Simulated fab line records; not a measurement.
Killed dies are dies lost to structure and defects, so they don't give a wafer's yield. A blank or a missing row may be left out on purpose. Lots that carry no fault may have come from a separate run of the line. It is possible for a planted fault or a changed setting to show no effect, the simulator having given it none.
fab line records	flow n5_finfet
[record] lots = 24	wafers = 72	last_day = 19
route steps=1938 shown BEOL_M3@972
lots that met no fault: from a run of the same line without faults
start_h: start of the lot's first displayed wafer, in hours after the record's first day	wait_h: hours since the lot's step before	" repeats the value in the row above	L1.1+2: a row that stands for several wafers	- either no value or no given start	* or withheld: withheld	< > ~ a bound
route shown NAME@n: a module of which the file shows steps, and the number in the route of the first	usual: average and standard deviation across the fault-free wafers	same: alike in all rows	chamber/n: place in a boat	sites: readings site by site	_std_site: how widely they spread, as a standard deviation	_edge_site: inner sites' mean taken away from outer sites' mean	radius_mm: how far each site lies from the wafer's centre	mask NAME#n: copy n	behind: the last tool/chamber to shape the wafer	hold: why the lot went on hold/how many hours it stayed there/how the hold came to an end	device: the transistor (n, p or np) that didn't switch	end of line: the tests these same wafers got at the end of their route	step lacking rows: just its recipe	killed: dies lost to structure and defects at the first sort, not the wafer's yield	map: a wafer's dies, marking killed ones x, the rest . and places with no die _
set.NAME: the setting that was run; set.NAME@STEP: the one run at that earlier step	model.NAME: the simulator's own value behind a step, which no gauge read
route steps across a sampled set of lots; one table per step, one row per wafer
services: a tool's chamber out of use, with start hour (start_h, from the record's first day; less than 0 if before it), hours out, and reason
[[steps]]
[step N5_BEOL_M3_ALD_98]
[recipe] material = SiO2	target_thk_a = 25	temp_c = 100	ald_precursor_family = BDEAS	ald_co_reactant = O2-plasma	pulse_time_s = 1	co_reactant_pulse_time_s = 1	purge_time_s = 2	co_reactant_purge_time_s = 2	ald_cycles = 17	pressure_torr = 2
[usual] heater_power_w = 80/7	precursor_pulse_height_rel = 0.999/0.02
lot.wafer	tool	chamber	start_h	wait_h	heater_power_w	precursor_pulse_height_rel
L074.1	ald_sin-04	0	148.69	0.4	86	0.990
L074.4	"	3	"	"	80	1.003
L074.6	"	0	"	"	85	0.988
L075.2	ald_sin-02	0	152.56	0.1	70	1.002
L075.4	"	2	"	"	93	0.986
L075.5	"	2	"	"	92	1.008
L077.1	ald_sin-04	1	163.41	0.2	81	1.028
L077.2	"	3	"	"	80	1.031
L077.4	"	2	"	"	78	0.986
L078.1	ald_sin-04	3	167.52	0.1	83	0.983
L078.2	"	0	"	"	84	1.000
L078.4	"	1	"	"	80	0.999
L079.1	ald_sin-03	0	171.94	0.1	77	0.997
L079.4	"	3	"	"	83	0.986
L079.6	"	2	"	"	69	0.990
L080.2	ald_sin-04	2	178.78	0.4	78	1.058
L080.3	"	3	"	"	84	1.004
L080.4	"	0	"	"	86	1.009
L081.3	ald_sin-04	1	179.33	0.2	79	0.993
L081.4	"	3	"	"	81	1.010
L081.6	"	1	"	"	81	1.009
L082.3	ald_sin-02	3	191.84	0.1	69	1.034
L082.4	"	2	"	"	96	0.973
L082.6	"	0	"	"	72	1.008
L083.2	ald_sin-04	1	199.87	0.3	81	0.995
L083.5	"	0	"	"	88	1.013
L083.6	"	1	"	"	80	0.970
L084.1	ald_sin-04	0	205.62	0.1	87	0.994
L084.3	"	2	"	"	78	1.021
L084.5	"	2	"	"	77	1.012
L085.2	ald_sin-04	1	211.47	0.6	77	0.991
L085.4	"	3	"	"	84	1.007
L085.6	"	0	"	"	85	1.015
L086.1	ald_sin-02	2	218.02	0.1	93	1.003
L086.2	"	0	"	"	73	1.026
L086.3	"	1	"	"	80	0.967
L087.1	ald_sin-02	2	225.32	0.1	95	1.022
L087.2	"	1	"	"	82	1.002
L087.5	"	2	"	"	91	1.007
L088.1	ald_sin-02	2	225.70	0.1	92	1.006
L088.4	"	2	"	"	94	0.980
L088.5	"	1	"	"	80	0.993
L089.1	ald_sin-03	1	226.45	0.1	72	1.030
L089.4	"	3	"	"	81	1.010
L089.6	"	2	"	"	71	1.020
L090.1	ald_sin-02	2	239.06	0.1	94	0.991
L090.5	"	3	"	"	70	0.999
L090.6	"	2	"	"	92	1.006
L091.1	ald_sin-03	3	243.11	0.1	81	0.982
L091.2	"	0	"	"	77	1.005
L091.4	"	1	"	"	75	0.976
L092.2	ald_sin-02	1	250.81	0.1	80	0.989
L092.4	"	0	"	"	73	0.969
L092.5	"	2	"	"	95	1.000
L093.2	ald_sin-02	3	259.33	0.1	72	1.026
L093.4	"	0	"	"	71	0.995
L093.6	"	1	"	"	81	1.010
L094.4	ald_sin-02	3	280.64	0.1	70	1.000
L094.5	"	0	"	"	74	1.000
L094.6	"	1	"	"	82	0.987
L076.2	ald_sin-03	2	280.91	0.1	68	1.010
L076.3	"	1	"	"	75	0.993
L076.5	"	3	"	"	81	1.026
L095.1	ald_sin-02	0	287.23	0.1	72	1.029
L095.3	"	2	"	"	94	0.979
L095.6	"	0	"	"	74	0.989
L097.1	ald_sin-04	0	301.46	0.1	85	0.974
L097.3	"	1	"	"	77	1.013
L097.6	"	3	"	"	80	0.996
L096.1	ald_sin-04	3	308.66	0.1	80	0.989
L096.3	"	0	"	"	86	0.988
L096.4	"	2	"	"	76	0.987
[step N5_BEOL_M3_OCD_MEAS_38]
[usual] trench_depth_nm = 55.4/1.2
lot.wafer	tool	chamber	start_h	wait_h	trench_depth_nm
L074.1	ocd-02	-	151.26	-	52.9
L074.4	"	-	"	"	53.2
L074.6	"	-	"	"	55.5
L075.2	ocd-01	-	153.25	-	55.2
L075.4	"	-	"	"	56.6
L075.5	"	-	"	"	54.7
L077.1	ocd-01	-	164.88	-	55.3
L077.2	"	-	"	"	55.1
L077.4	"	-	"	"	55.4
L078.1	ocd-01	-	169.80	-	55.8
L078.2	"	-	"	"	54.5
L078.4	"	-	"	"	55.6
L079.1	ocd-01	-	175.32	-	56.2
L079.4	"	-	"	"	54.4
L079.6	"	-	"	"	54.8
L080.2	ocd-01	-	182.47	-	57.7
L080.3	"	-	"	"	56.3
L080.4	"	-	"	"	57.9
L081.3	ocd-02	-	182.60	-	55.6
L081.4	"	-	"	"	55.3
L081.6	"	-	"	"	55.5
L082.3	ocd-02	-	197.82	-	52.2
L082.4	"	-	"	"	55.4
L082.6	"	-	"	"	54.4
L083.2	ocd-01	-	203.48	-	55.3
L083.5	"	-	"	"	54.8
L083.6	"	-	"	"	55.0
L084.1	ocd-02	-	211.64	-	56.2
L084.3	"	-	"	"	55.9
L084.5	"	-	"	"	55.4
L085.2	ocd-01	-	214.14	-	56.6
L085.4	"	-	"	"	53.4
L085.6	"	-	"	"	55.9
L086.1	ocd-01	-	219.91	-	55.1
L086.2	"	-	"	"	56.0
L086.3	"	-	"	"	56.3
L087.1	ocd-02	-	227.43	-	56.1
L087.2	"	-	"	"	57.0
L087.5	"	-	"	"	55.8
L088.1	ocd-02	-	232.87	-	56.8
L088.4	"	-	"	"	54.0
L088.5	"	-	"	"	56.5
L089.1	ocd-01	-	236.51	-	55.6
L089.4	"	-	"	"	55.4
L089.6	"	-	"	"	54.9
L090.1	ocd-01	-	240.70	-	56.1
L090.5	"	-	"	"	56.2
L090.6	"	-	"	"	56.2
L091.1	ocd-02	-	243.89	-	55.8
L091.2	"	-	"	"	55.8
L091.4	"	-	"	"	52.2
L093.2	ocd-02	-	270.10	-	55.0
L093.4	"	-	"	"	56.1
L093.6	"	-	"	"	56.0
L092.2	ocd-01	-	270.14	-	52.1
L092.4	"	-	"	"	57.1
L092.5	"	-	"	"	56.1
L094.4	ocd-02	-	281.97	-	54.4
L094.5	"	-	"	"	56.4
L094.6	"	-	"	"	55.4
L076.2	ocd-01	-	282.08	-	55.0
L076.3	"	-	"	"	56.3
L076.5	"	-	"	"	56.0
L095.1	ocd-01	-	292.83	-	56.1
L095.3	"	-	"	"	56.1
L095.6	"	-	"	"	56.8
L097.1	ocd-02	-	302.67	-	57.3
L097.3	"	-	"	"	54.8
L097.6	"	-	"	"	55.3
L096.1	ocd-01	-	310.39	-	55.1
L096.3	"	-	"	"	56.7
L096.4	"	-	"	"	55.3
[step N5_BEOL_M3_ANNEAL_49]
[recipe] temp_c = 400	time_s = 240	ambient = vacuum
[usual] heater_power_w = 801/65
lot.wafer	tool	chamber	start_h	wait_h	heater_power_w
L074.1	pvd_sputter-02	-	153.31	0.0	775
L074.4	"	-	"	"	844
L074.6	"	-	"	"	819
L075.2	pvd_sputter-02	-	155.15	0.0	824
L075.4	"	-	"	"	742
L075.5	"	-	"	"	762
L077.1	pvd_sputter-02	-	167.66	0.0	861
L077.2	"	-	"	"	835
L077.4	"	-	"	"	770
L078.1	pvd_sputter-03	-	171.08	0.0	665
L078.2	"	-	"	"	797
L078.4	"	-	"	"	851
L079.1	pvd_sputter-03	-	177.54	0.0	690
L079.4	"	-	"	"	882
L079.6	"	-	"	"	876
L080.2	pvd_sputter-01	-	185.11	0.0	749
L080.3	"	-	"	"	808
L080.4	"	-	"	"	764
L081.3	pvd_sputter-03	-	185.45	0.0	677
L081.4	"	-	"	"	855
L081.6	"	-	"	"	671
L082.3	pvd_sputter-01	-	198.92	0.0	740
L082.4	"	-	"	"	747
L082.6	"	-	"	"	883
L083.2	pvd_sputter-02	-	204.51	0.1	768
L083.5	"	-	"	"	766
L083.6	"	-	"	"	842
L084.1	pvd_sputter-03	-	213.88	0.0	883
L084.3	"	-	"	"	846
L084.5	"	-	"	"	845
L085.2	pvd_sputter-02	-	215.32	0.0	788
L085.4	"	-	"	"	825
L085.6	"	-	"	"	864
L086.1	pvd_sputter-02	-	222.52	0.0	761
L086.2	"	-	"	"	842
L086.3	"	-	"	"	780
L087.1	pvd_sputter-03	-	228.35	0.0	879
L087.2	"	-	"	"	683
L087.5	"	-	"	"	864
L088.1	pvd_sputter-01	-	235.86	0.0	749
L088.4	"	-	"	"	814
L088.5	"	-	"	"	773
L089.1	pvd_sputter-02	-	238.35	0.0	735
L089.4	"	-	"	"	849
L089.6	"	-	"	"	771
L090.1	pvd_sputter-03	-	242.12	0.0	675
L090.5	"	-	"	"	677
L090.6	"	-	"	"	794
L091.1	pvd_sputter-01	-	245.15	0.0	808
L091.2	"	-	"	"	757
L091.4	"	-	"	"	889
L092.2	pvd_sputter-02	-	271.23	0.0	835
L092.4	"	-	"	"	762
L092.5	"	-	"	"	844
L093.2	pvd_sputter-01	-	271.50	0.0	757
L093.4	"	-	"	"	773
L093.6	"	-	"	"	747
L094.4	pvd_sputter-01	-	283.00	0.0	812
L094.5	"	-	"	"	750
L094.6	"	-	"	"	896
L076.2	pvd_sputter-03	-	284.58	0.0	907
L076.3	"	-	"	"	808
L076.5	"	-	"	"	788
L095.1	pvd_sputter-03	-	294.43	0.0	667
L095.3	"	-	"	"	842
L095.6	"	-	"	"	829
L097.1	pvd_sputter-03	-	304.43	0.0	873
L097.3	"	-	"	"	665
L097.6	"	-	"	"	849
L096.1	pvd_sputter-01	-	311.54	0.0	762
L096.3	"	-	"	"	885
L096.4	"	-	"	"	827
[step N5_BEOL_M3_ANNEAL_82]
[recipe] temp_c = 400	time_s = 240	ambient = vacuum
[usual] heater_power_w = 803/65
lot.wafer	tool	chamber	start_h	wait_h	heater_power_w
L074.1	pvd_sputter-02	-	153.75	0.0	771
L074.4	"	-	"	"	821
L074.6	"	-	"	"	856
L075.2	pvd_sputter-02	-	155.59	0.0	836
L075.4	"	-	"	"	750
L075.5	"	-	"	"	773
L077.1	pvd_sputter-02	-	168.10	0.0	850
L077.2	"	-	"	"	853
L077.4	"	-	"	"	739
L078.1	pvd_sputter-03	-	171.52	0.0	670
L078.2	"	-	"	"	818
L078.4	"	-	"	"	843
L079.1	pvd_sputter-03	-	177.98	0.0	685
L079.4	"	-	"	"	895
L079.6	"	-	"	"	878
L080.2	pvd_sputter-01	-	185.55	0.0	767
L080.3	"	-	"	"	845
L080.4	"	-	"	"	776
L081.3	pvd_sputter-03	-	185.89	0.0	675
L081.4	"	-	"	"	840
L081.6	"	-	"	"	677
L082.3	pvd_sputter-01	-	199.36	0.0	764
L082.4	"	-	"	"	754
L082.6	"	-	"	"	881
L083.2	pvd_sputter-02	-	205.31	0.0	754
L083.5	"	-	"	"	758
L083.6	"	-	"	"	857
L084.1	pvd_sputter-03	-	214.32	0.0	881
L084.3	"	-	"	"	876
L084.5	"	-	"	"	850
L085.2	pvd_sputter-02	-	215.76	0.0	770
L085.4	"	-	"	"	858
L085.6	"	-	"	"	809
L086.1	pvd_sputter-02	-	222.96	0.0	742
L086.2	"	-	"	"	857
L086.3	"	-	"	"	780
L087.1	pvd_sputter-03	-	228.79	0.0	870
L087.2	"	-	"	"	684
L087.5	"	-	"	"	841
L088.1	pvd_sputter-01	-	236.30	0.0	744
L088.4	"	-	"	"	832
L088.5	"	-	"	"	748
L089.1	pvd_sputter-02	-	238.79	0.0	780
L089.4	"	-	"	"	842
L089.6	"	-	"	"	779
L090.1	pvd_sputter-03	-	242.56	0.0	651
L090.5	"	-	"	"	666
L090.6	"	-	"	"	772
L091.1	pvd_sputter-01	-	245.59	0.0	817
L091.2	"	-	"	"	758
L091.4	"	-	"	"	910
L092.2	pvd_sputter-02	-	271.67	0.0	837
L092.4	"	-	"	"	764
L092.5	"	-	"	"	844
L093.2	pvd_sputter-01	-	271.94	0.0	760
L093.4	"	-	"	"	852
L093.6	"	-	"	"	765
L094.4	pvd_sputter-01	-	283.44	0.0	827
L094.5	"	-	"	"	745
L094.6	"	-	"	"	894
L076.2	pvd_sputter-03	-	285.02	0.0	882
L076.3	"	-	"	"	806
L076.5	"	-	"	"	809
L095.1	pvd_sputter-03	-	294.87	0.0	664
L095.3	"	-	"	"	835
L095.6	"	-	"	"	822
L097.1	pvd_sputter-03	-	304.87	0.0	893
L097.3	"	-	"	"	684
L097.6	"	-	"	"	844
L096.1	pvd_sputter-01	-	311.98	0.0	761
L096.3	"	-	"	"	913
L096.4	"	-	"	"	807
[step N5_BEOL_M3_ANNEAL_87]
[recipe] temp_c = 400	time_s = 240	ambient = vacuum
[usual] heater_power_w = 800/64
lot.wafer	tool	chamber	start_h	wait_h	heater_power_w
L074.1	pvd_sputter-02	-	153.97	0.0	771
L074.4	"	-	"	"	848
L074.6	"	-	"	"	834
L075.2	pvd_sputter-02	-	155.81	0.0	835
L075.4	"	-	"	"	759
L075.5	"	-	"	"	781
L077.1	pvd_sputter-02	-	168.32	0.0	830
L077.2	"	-	"	"	826
L077.4	"	-	"	"	751
L078.1	pvd_sputter-03	-	171.74	0.0	673
L078.2	"	-	"	"	787
L078.4	"	-	"	"	831
L079.1	pvd_sputter-03	-	178.20	0.0	667
L079.4	"	-	"	"	854
L079.6	"	-	"	"	837
L080.2	pvd_sputter-01	-	185.77	0.0	764
L080.3	"	-	"	"	815
L080.4	"	-	"	"	749
L081.3	pvd_sputter-03	-	186.11	0.0	681
L081.4	"	-	"	"	855
L081.6	"	-	"	"	673
L082.3	pvd_sputter-01	-	199.58	0.0	765
L082.4	"	-	"	"	775
L082.6	"	-	"	"	892
L083.2	pvd_sputter-02	-	205.53	0.0	764
L083.5	"	-	"	"	769
L083.6	"	-	"	"	839
L084.1	pvd_sputter-03	-	214.54	0.0	884
L084.3	"	-	"	"	853
L084.5	"	-	"	"	858
L085.2	pvd_sputter-02	-	215.98	0.0	769
L085.4	"	-	"	"	821
L085.6	"	-	"	"	837
L086.1	pvd_sputter-02	-	223.18	0.0	762
L086.2	"	-	"	"	825
L086.3	"	-	"	"	757
L087.1	pvd_sputter-03	-	229.01	0.0	880
L087.2	"	-	"	"	661
L087.5	"	-	"	"	854
L088.1	pvd_sputter-01	-	236.52	0.0	734
L088.4	"	-	"	"	809
L088.5	"	-	"	"	746
L089.1	pvd_sputter-02	-	239.01	0.0	756
L089.4	"	-	"	"	850
L089.6	"	-	"	"	759
L090.1	pvd_sputter-03	-	242.78	0.0	671
L090.5	"	-	"	"	655
L090.6	"	-	"	"	795
L091.1	pvd_sputter-01	-	245.81	0.0	807
L091.2	"	-	"	"	755
L091.4	"	-	"	"	912
L092.2	pvd_sputter-02	-	271.89	0.0	832
L092.4	"	-	"	"	748
L092.5	"	-	"	"	824
L093.2	pvd_sputter-01	-	272.16	0.0	763
L093.4	"	-	"	"	823
L093.6	"	-	"	"	747
L094.4	pvd_sputter-01	-	283.66	0.0	815
L094.5	"	-	"	"	742
L094.6	"	-	"	"	880
L076.2	pvd_sputter-03	-	285.24	0.0	885
L076.3	"	-	"	"	804
L076.5	"	-	"	"	793
L095.1	pvd_sputter-03	-	295.09	0.0	683
L095.3	"	-	"	"	858
L095.6	"	-	"	"	827
L097.1	pvd_sputter-03	-	305.09	0.0	866
L097.3	"	-	"	"	695
L097.6	"	-	"	"	834
L096.1	pvd_sputter-01	-	312.20	0.0	756
L096.3	"	-	"	"	873
L096.4	"	-	"	"	805
[step N5_BEOL_M3_SPUTTER_90]
[recipe] material = Cu	target_thk_a = 45	temp_c = -20	chamber_pressure_pa = 0.07	power_w = withheld	time_s = 8.29
[usual] substrate_temp_c = -20.00/0.1	throttle_valve_pct = 29.5/1.3
lot.wafer	tool	chamber	start_h	wait_h	substrate_temp_c	throttle_valve_pct
L074.1	pvd_sputter-02	-	154.33	0.1	-20.11	31.5
L074.4	"	-	"	"	-20.04	30.0
L074.6	"	-	"	"	-20.00	29.6
L075.2	pvd_sputter-02	-	156.17	0.1	-19.99	29.7
L075.4	"	-	"	"	-19.88	29.7
L075.5	"	-	"	"	-19.96	31.5
L077.1	pvd_sputter-02	-	168.68	0.1	-19.86	29.9
L077.2	"	-	"	"	-19.95	29.7
L077.4	"	-	"	"	-19.99	29.4
L078.1	pvd_sputter-03	-	172.10	0.1	-19.93	27.4
L078.2	"	-	"	"	-19.92	28.2
L078.4	"	-	"	"	-20.10	30.9
L079.1	pvd_sputter-03	-	178.56	0.1	-20.14	27.6
L079.4	"	-	"	"	-20.09	29.0
L079.6	"	-	"	"	-20.05	30.6
L080.2	pvd_sputter-01	-	186.13	0.1	-19.83	28.4
L080.3	"	-	"	"	-20.15	31.6
L080.4	"	-	"	"	-20.09	29.1
L081.3	pvd_sputter-03	-	186.47	0.1	-20.14	27.1
L081.4	"	-	"	"	-19.93	30.7
L081.6	"	-	"	"	-19.93	27.4
L082.3	pvd_sputter-01	-	199.94	0.1	-20.16	28.9
L082.4	"	-	"	"	-19.99	28.3
L082.6	"	-	"	"	-19.94	29.6
L083.2	pvd_sputter-02	-	205.89	0.1	-20.12	31.5
L083.5	"	-	"	"	-20.07	31.4
L083.6	"	-	"	"	-19.97	29.8
L084.1	pvd_sputter-03	-	214.90	0.1	-20.12	29.1
L084.3	"	-	"	"	-20.03	30.7
L084.5	"	-	"	"	-20.01	30.8
L085.2	pvd_sputter-02	-	216.34	0.1	-19.99	31.8
L085.4	"	-	"	"	-19.99	29.8
L085.6	"	-	"	"	-19.79	29.8
L086.1	pvd_sputter-02	-	223.54	0.1	-20.17	29.3
L086.2	"	-	"	"	-19.98	29.9
L086.3	"	-	"	"	-19.93	31.8
L087.1	pvd_sputter-03	-	229.37	0.1	-19.95	29.2
L087.2	"	-	"	"	-19.94	27.4
L087.5	"	-	"	"	-19.90	30.5
L088.1	pvd_sputter-01	-	236.88	0.1	-20.04	28.1
L088.4	"	-	"	"	-19.85	31.7
L088.5	"	-	"	"	-20.05	29.1
L089.1	pvd_sputter-02	-	239.37	0.1	-19.99	29.6
L089.4	"	-	"	"	-20.07	29.9
L089.6	"	-	"	"	-19.90	31.3
L090.1	pvd_sputter-03	-	243.14	0.1	-20.13	27.3
L090.5	"	-	"	"	-20.08	27.5
L090.6	"	-	"	"	-19.94	28.2
L091.1	pvd_sputter-01	-	246.17	0.1	-20.04	31.7
L091.2	"	-	"	"	-20.04	28.4
L091.4	"	-	"	"	-19.96	29.6
L092.2	pvd_sputter-02	-	272.25	0.1	-20.13	30.3
L092.4	"	-	"	"	-20.01	29.6
L092.5	"	-	"	"	-20.11	29.8
L093.2	pvd_sputter-01	-	272.52	0.1	-19.95	28.4
L093.4	"	-	"	"	-20.07	31.3
L093.6	"	-	"	"	-19.90	28.2
L094.4	pvd_sputter-01	-	284.02	0.1	-20.11	31.8
L094.5	"	-	"	"	-19.85	28.6
L094.6	"	-	"	"	-20.17	29.6
L076.2	pvd_sputter-03	-	285.60	0.1	-20.22	28.8
L076.3	"	-	"	"	-20.04	28.2
L076.5	"	-	"	"	-19.89	28.0
L095.1	pvd_sputter-03	-	295.45	0.1	-19.90	27.5
L095.3	"	-	"	"	-19.94	30.7
L095.6	"	-	"	"	-20.11	28.3
L097.1	pvd_sputter-03	-	305.45	0.1	-19.90	29.2
L097.3	"	-	"	"	-19.92	27.3
L097.6	"	-	"	"	-19.89	30.5
L096.1	pvd_sputter-01	-	312.56	0.1	-19.90	29.0
L096.3	"	-	"	"	-19.97	29.6
L096.4	"	-	"	"	-19.96	31.4
[[services]]
tool	chamber	start_h	hours	kind
pvd_sputter-01	-	136.42	1.1	repair
ald_sin-02	-	144.29	6.0	pm
pvd_sputter-03	-	159.89	2.5	repair
ald_sin-03	-	162.30	6.1	pm
ald_sin-02	0	173.72	1.7	repair
ald_sin-03	-	177.94	14.0	pm
ald_sin-02	3	187.52	4.0	repair
ald_sin-03	-	207.83	6.0	pm
ald_sin-02	3	222.86	5.1	repair
ald_sin-03	0	225.83	2.4	repair
ald_sin-03	0	229.60	4.2	repair
ald_sin-04	1	236.14	5.3	repair
ald_sin-03	0	243.70	4.6	repair
ald_sin-03	2	246.32	3.0	repair
ald_sin-04	0	261.81	14.1	repair
ald_sin-04	-	268.25	14.0	pm
ald_sin-04	1	268.25	14.0	vent_cycle
ald_sin-04	2	268.25	14.0	vent_cycle
ald_sin-04	3	268.25	14.0	vent_cycle
ald_sin-04	0	282.25	-	clean
ald_sin-04	1	282.25	-	clean
ald_sin-04	-	287.10	3.3	repair
pvd_sputter-02	-	302.85	7.1	repair
ald_sin-03	1	311.80	9.3	repair
[[key]]
fault none
